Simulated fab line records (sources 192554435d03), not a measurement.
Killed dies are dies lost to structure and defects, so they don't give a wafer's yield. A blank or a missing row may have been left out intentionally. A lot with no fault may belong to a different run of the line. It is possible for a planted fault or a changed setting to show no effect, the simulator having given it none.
8D (eight disciplines) problem report, filled in by code / flow n5 finfet / the parts of the form that need people (team, actions taken, sign-off) are left out

1. WHAT WENT WRONG
run length s at N5_PASSIVATION_PECVD_35 reads a mean of 153.9 s on 2 wafers of 2 lots; wafers without a fault read 195.5 s with a standard deviation of 0.49. Relative to the usual mean, that is a shift of -85 standard deviations.
The step: deposits SiNx from SiH4/NH3/N2, target thk 700 nm, time 151.3 s.
Earliest sighting: wafer L139.3 on pecvd-01 at day 15 02:11. At this step, 17 wafers from 6 lots have a number in the record. The rule behind "out" and "out of limits": a value lying over 4 standard deviations away from the usual mean. The rest of the wafers with a number are treated as sound.

2. WHAT IT IS, WHAT IT ISN'T
question=which readings at this step | is=run length s | is not=heater power w, showerhead plenum p Torr, throttle valve pct
question=which lots | is=L139, L144 | is not=L133, L135, L146, L150
question=which wafers of those lots | is=L139.3, L144.3 | is not=L139.6, L144.1, L144.6
question=read on which tools | is=pecvd-01 | is not=pecvd-03, pecvd-04
question=when | is=from day 15 02:11 | is not=up to then (7 sound wafers); but 8 sound wafers of L144, L146, L150 came after

3. WHAT RULES OUT EACH SUSPECT
Counting: a tool at a process step up to the reading stays a suspect if it ran every lot that is out. Sound lots after the first of them don't rule it out here, since some wafers of a struck lot are sound.
- pecvd-01 at N5_PASSIVATION_PECVD_35 (deposits SiNx from SiH4/NH3/N2, target thk 700 nm, time 151.3 s): kept. It ran every lot that is out, first L139 (day 15 02:11); its last sound lot up to then is L133 (day 13 17:27). Its own readings are out on those wafers: run length s.
After counting, what remains is pecvd-01 at N5_PASSIVATION_PECVD_35.

4. THE CAUSE (what the simulator had put in)
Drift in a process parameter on pecvd-01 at N5_PASSIVATION_PECVD_35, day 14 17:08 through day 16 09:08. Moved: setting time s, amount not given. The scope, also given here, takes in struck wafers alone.
The count eliminated every tool but this one.

5. THE CHAIN OF EFFECTS, in route order
Rows list readings where the struck wafers' mean (over those with a number) sits beyond 3 standard deviations from the usual. Scope: only readings with a usual standard deviation given in the record; hours: median across lots of the time from each lot's start at the first step in this table that gives one to its start at this step; sigmas: change in usual standard deviations.
hours=0; step=N5_PASSIVATION_PECVD_35; reading=run length s; usual=195.5 s; on struck wafers=153.9; change=-41.6; sigmas=-85
Here are the process steps it includes:
- N5_PASSIVATION_PECVD_35: deposits SiNx from SiH4/NH3/N2, target thk 700 nm, time 151.3 s.
Readings that are blank on the struck wafers while sound wafers have them: susceptor temp C at N5_PASSIVATION_PECVD_35.
At these later measuring or inspecting steps, every struck wafer for which the step has a row has a number for every such reading, and none has moved that far: N5_PASSIVATION_CD_MEAS_44, N5_PASSIVATION_OVL_MEAS_66, N5_PASSIVATION_INSPECT_67.

6. WHAT WOULD HAVE CAUGHT IT SOONER
In this record no reading fell out of limits until day 15 02:11, 9 hours after the fault had begun at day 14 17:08.
